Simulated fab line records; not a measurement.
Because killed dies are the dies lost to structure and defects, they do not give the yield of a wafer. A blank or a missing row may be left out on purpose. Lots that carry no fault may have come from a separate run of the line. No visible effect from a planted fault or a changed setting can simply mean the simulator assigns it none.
What tool caused it? | flow n5Finfet | 10 lots (29 wafers sampled), 1 step of a 1938-step route

== WHAT EACH GAUGE READ, for each wafer ==
N5_SDB_INSPECT_36: inspects for defects (darkfield).
lot  | measured    | on               | rawDefectCount
L341 | day 4 10:28 | defectInspect-01 | 22 40 44
L342 | day 4 12:50 | defectInspect-01 | 38 29 76
L343 | day 4 12:56 | defectInspect-01 | 36 35 34
L347 | day 5 11:47 | defectInspect-01 | 32 33 53
L349 | day 6 01:07 | defectInspect-01 | 30 19 22
L352 | day 6 18:10 | defectInspect-01 | 16 15 21
L353 | day 7 02:41 | defectInspect-02 | 37 28 31
L357 | day 7 23:36 | defectInspect-01 | 67 41
L360 | day 8 20:29 | defectInspect-02 | 70 80 95
L363 | day 9 12:02 | defectInspect-01 | 21 11 21

== WHICH TOOL RAN EACH LOT (tool, then ch and the chambers of the sampled wafers, then the start) ==
The record holds no process step before these readings.

== THE ANSWER, worked out from the rows above alone ==
Rule: the usual values come from the lots themselves. The widest of any qualifying gaps counts: lots, ordered by their means at a reading, are off when they make up no more than a third of the lots, leave a main group of 4 or more, and stand apart from it by 3 or more times the standard deviation of that group's means. Not used: any main group whose means are identical at the precision the tables above print for the reading. A lot without any number at a reading at which 4 lots or more have one is off too. The other lots that the step has rows for count as sound.
Nothing can be told from this: no lot is off at any reading shown.

== WHAT THE SIMULATOR PUT IN ==
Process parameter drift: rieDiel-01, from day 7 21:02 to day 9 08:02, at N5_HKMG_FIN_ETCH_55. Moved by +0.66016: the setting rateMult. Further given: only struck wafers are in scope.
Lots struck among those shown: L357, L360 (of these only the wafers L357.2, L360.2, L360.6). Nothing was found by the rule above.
